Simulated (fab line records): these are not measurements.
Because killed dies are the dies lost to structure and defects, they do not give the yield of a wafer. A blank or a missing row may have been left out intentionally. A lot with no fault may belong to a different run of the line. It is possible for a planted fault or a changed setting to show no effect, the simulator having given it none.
8D (eight disciplines) problem report, filled in by code ; flow nandHarc ; the parts of the form that need people (team, actions taken, sign-off) are left out

1. THE ISSUE
cdNm at NHARC_P_BONDPAD_CD_MEAS_09 reads a mean of 512.2 nm on 2 wafers of 1 lot; wafers without a fault read 499.6 nm with a standard deviation of 2.5. That is +5.0 standard deviations from the usual mean.
The step: target cd 500 nm.
First seen on wafer L652.3, day 9 12:25, on cdSem-03. At this step, 32 wafers from 11 lots have a number in the record. Rule for "out", or "out of limits": more than 4 standard deviations from the usual mean. Any other wafer with a number is counted as sound.

2. WHAT IT IS, AND WHAT IT ISN'T
question;is;is not
which readings at this step;cdNm;-
which lots;L652;L641, L643, L644, L646, L647, L649, L655, L656, L658, L664
which wafers of those lots;all that have a number;-
read on which gauges;cdSem-03;cdSem-01, cdSem-02
when;from day 9 12:25;"up to then (18 sound wafers); but 12 sound wafers of L655, L656, L658, L664 came after"

3. THE SUSPECTS, EACH WITH WHAT RULES IT OUT
Counting: a tool at a process step up to the reading stays a suspect if it ran every lot that is out and no sound lot after the first of them.
- the gauge at NHARC_P_BONDPAD_CD_MEAS_09 is ruled out. All the wafers that are out were read on cdSem-03, but those of them that NHARC_P_BONDPAD_EXPOSE_06 has rows for are out there too, on other tools.
- pecvd-01 at NHARC_P_BONDPAD_DEP_00 (deposits SiCN, target thk 250 nm): ruled out as a lasting fault. Sound lots L656 ran on it after its first lot that is out, L652 (day 9 12:16). Because NHARC_P_BONDPAD_DEP_00 lacks a start for some lots, the hours and order of its lots are taken from NHARC_P_BONDPAD_EXPOSE_06.
- krfScanner-03 at NHARC_P_BONDPAD_EXPOSE_06 (exposes mask P BPAD): kept. It ran the lot that is out, L652 (day 9 12:16), and no sound lot after that; its last sound lot up to then is L649 (day 8 05:23). On those wafers its own readings are out: exposureDoseMJCm2.
Left after counting: krfScanner-03 at NHARC_P_BONDPAD_EXPOSE_06.

4. THE CAUSE (what the simulator had put in)
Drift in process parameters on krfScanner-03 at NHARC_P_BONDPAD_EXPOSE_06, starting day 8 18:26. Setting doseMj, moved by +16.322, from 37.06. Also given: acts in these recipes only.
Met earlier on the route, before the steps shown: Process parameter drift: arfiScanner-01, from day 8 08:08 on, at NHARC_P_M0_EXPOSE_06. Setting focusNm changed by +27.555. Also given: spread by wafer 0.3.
The count eliminated every tool but this one.

5. THE CHAIN OF EFFECTS, in route order
Rows list readings where the struck wafers' mean (over those with a number) sits beyond 3 standard deviations from the usual. Only readings for which the record gives a usual standard deviation are gone through. hours: the time from each lot's start at the first step in this table that gives one to its start at this step, as a median over the lots. sigmas: the change in usual standard deviations.
hours;step;reading;usual;on struck wafers;change;sigmas
0;NHARC_P_BONDPAD_EXPOSE_06;exposureDoseMJCm2;37.05;50.16;+13.11;+99 or more
0;NHARC_P_BONDPAD_CD_MEAS_09;cdNm;499.6 nm;512.2;+12.6;+5.0
Process steps it contains:
- NHARC_P_BONDPAD_EXPOSE_06: exposes mask P BPAD.

6. WHAT WOULD HAVE CAUGHT IT SOONER
In this record the first reading out of limits at a measuring or inspecting step was taken at day 9 12:25, 18 hours after the fault began at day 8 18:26.
At NHARC_P_BONDPAD_EXPOSE_06, the tool's own readings (exposureDoseMJCm2) were out on each struck wafer the step has a row for, so an alarm limit on them would have fired on the first such wafer.
By day 9 12:25, every lot that is out (1) had started NHARC_P_BONDPAD_EXPOSE_06 on krfScanner-03. None of them would have been spared by holding the tool at that moment.
